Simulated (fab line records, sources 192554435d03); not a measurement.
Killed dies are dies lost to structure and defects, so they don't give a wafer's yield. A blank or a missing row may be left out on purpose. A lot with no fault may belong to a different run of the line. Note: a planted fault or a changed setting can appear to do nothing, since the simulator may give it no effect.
Chamber matching + flow n5Finfet + pecvd-02 running N5_BEOL_M1_PECVD_72: 3 sister chambers
The step deposits SiO2 from TEOS/O2, target thk 16 nm, time 18 s. 3 wafers are shown with their chamber, then 9 later ones without.

== WAFERS WITH THEIR CHAMBER ==
| wafer  | chamber | showerheadPlenumPTorr (Torr) |
|--------|---------|------------------------------|
| L081.5 | 2       | 8.81                         |
| L088.4 | 0       | 8.66                         |
| L088.6 | 1       | 8.76                         |

== WAFERS WHOSE CHAMBER IS MISSING ==
| wafer  | showerheadPlenumPTorr (Torr) |
|--------|------------------------------|
| L090.2 | 8.84                         |
| L090.4 | 8.73                         |
| L090.6 | 8.67                         |
| L095.2 | 8.83                         |
| L095.5 | 8.75                         |
| L095.6 | 8.68                         |
| L096.2 | 8.79                         |
| L096.4 | 8.83                         |
| L096.5 | 8.68                         |

== EACH ONE'S CHAMBER ==
| wafer  | from the rows above     | in truth |
|--------|-------------------------|----------|
| L090.2 | 2                       | 2        |
| L090.4 | can't be placed: 1 or 0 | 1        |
| L090.6 | 0                       | 0        |
| L095.2 | 2                       | 2        |
| L095.5 | 1                       | 1        |
| L095.6 | 0                       | 0        |
| L096.2 | can't be placed: 2 or 1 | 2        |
| L096.4 | 2                       | 2        |
| L096.5 | 0                       | 0        |
7 of 9 placed correctly. From these rows, 2 cannot be placed; in 2 the true chamber is one of the candidates. Wrongly placed: 0.
How it was worked out, from the rows above alone: a wafer's distance from a chamber is the root of the sum, over the readings, of the square of ((its reading less the chamber's mean) divided by the reading's scatter). If the next closest chamber is less than 2 further off than the closest, the wafer can't be placed; otherwise it belongs to the closest. For every chamber, the mean is computed from those of its wafers that are shown. The scatter: root of mean squared gap, hidden wafer to nearest shown wafer, with one shown wafer a chamber.
